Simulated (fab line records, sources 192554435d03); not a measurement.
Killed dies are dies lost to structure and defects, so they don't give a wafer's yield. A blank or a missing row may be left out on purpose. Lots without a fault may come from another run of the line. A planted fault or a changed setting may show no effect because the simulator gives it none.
One fault seen from 2 desks | flow n5_finfet | each desk has only its own numbers; what lay behind them comes last

THE DEFECT DESK
What the inspections along the route counted, lot by lot: means of the sampled wafers that have a number. A lot is out of limits, marked OUT, if its mean lies more than 4 standard deviations from the usual mean; the brackets give that distance.
Columns: A = raw_defect_count at N5_STI_FIN_REVEAL_INSPECT_13, usual 11
lot  | first seen here | A
L682 | day 3 00:49     | 11
L683 | day 3 07:02     | 10
L684 | day 3 13:22     | 13
L694 | day 6 01:34     | 14
L696 | day 6 12:16     | 185 (+36) OUT
L698 | day 7 01:59     | 164 (+31) OUT
L700 | day 7 14:05     | 9
L701 | day 7 20:41     | 9
L702 | day 8 02:22     | 15
L703 | day 8 06:52     | 7
This desk's finding: out of limits on L696, L698; first on L696, day 6 12:16 (raw_defect_count at N5_STI_FIN_REVEAL_INSPECT_13). In limits: L682, L683, L684, L694, L700, L701, L702, L703.

THE METROLOGY DESK
What the gauges read, lot by lot, whatever tool the lot ran on: means of the sampled wafers that have a number. A lot is out of limits, marked OUT, if its mean lies more than 4 standard deviations from the usual mean; the brackets give that distance. Of its 10 readings 7 are shown: those that lie furthest out on some lot.
Columns: A = DIBL_N at N5_BEOL_M4_RC_MEAS_101, usual 36.4 mV/V; B = DIBL_P at N5_BEOL_M4_RC_MEAS_101, usual 36 mV/V; C = IOFF_P at N5_BEOL_M4_RC_MEAS_101, usual 0.21 nA/um; D = ION_P at N5_BEOL_M4_RC_MEAS_101, usual 464 uA/um; E = SS_P at N5_BEOL_M4_RC_MEAS_101, usual 73.3 mV/dec; F = VT_N at N5_BEOL_M4_RC_MEAS_101, usual 250 mV; G = VT_P at N5_BEOL_M4_RC_MEAS_101, usual -251 mV
lot  | first seen here | A    | B  | C    | D   | E    | F   | G
L683 | day 8 21:05     | 37.0 | 38 | 0.30 | 482 | 73.2 | 245 | -241
L682 | day 9 09:14     | 36.9 | 37 | 0.22 | 471 | 73.5 | 248 | -249
L684 | day 9 14:45     | 34.4 | 33 | 0.17 | 462 | 72.0 | 251 | -253
L694 | day 11 17:33    | 36.2 | 36 | 0.21 | 452 | 73.9 | 250 | -253
L696 | day 12 02:02    | 38.1 | 40 | 0.22 | 459 | 74.1 | 250 | -252
L698 | day 12 22:44    | 35.6 | 37 | 0.17 | 447 | 73.0 | 253 | -255
L700 | day 13 10:51    | 34.9 | 33 | 0.17 | 459 | 72.3 | 253 | -254
L701 | day 14 04:37    | 37.0 | 38 | 0.23 | 469 | 73.6 | 246 | -251
L702 | day 14 07:22    | 39.2 | 37 | 0.21 | 457 | 73.4 | 250 | -254
L703 | day 14 07:26    | 31.1 | 31 | 0.11 | 446 | 71.4 | 258 | -261
This desk's finding: nothing out of limits on any of the 10 lots.

PUT TOGETHER
The defect desk could have raised an alarm at day 6 12:16, on L696, L698.
The metrology desk saw nothing out of limits.
The metrology desk has L696, L698 on record, within its limits.
Of the lots named, all ran N5_STI_FIN_REVEAL_PRECLEAN_26 on wet_bench-05.

WHAT THE SIMULATOR HAD PUT IN
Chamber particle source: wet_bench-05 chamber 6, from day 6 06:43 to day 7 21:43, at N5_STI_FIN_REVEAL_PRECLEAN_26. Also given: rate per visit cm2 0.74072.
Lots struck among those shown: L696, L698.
Hours from the fault's start to each desk's first reading out of limits: the defect desk, 6.
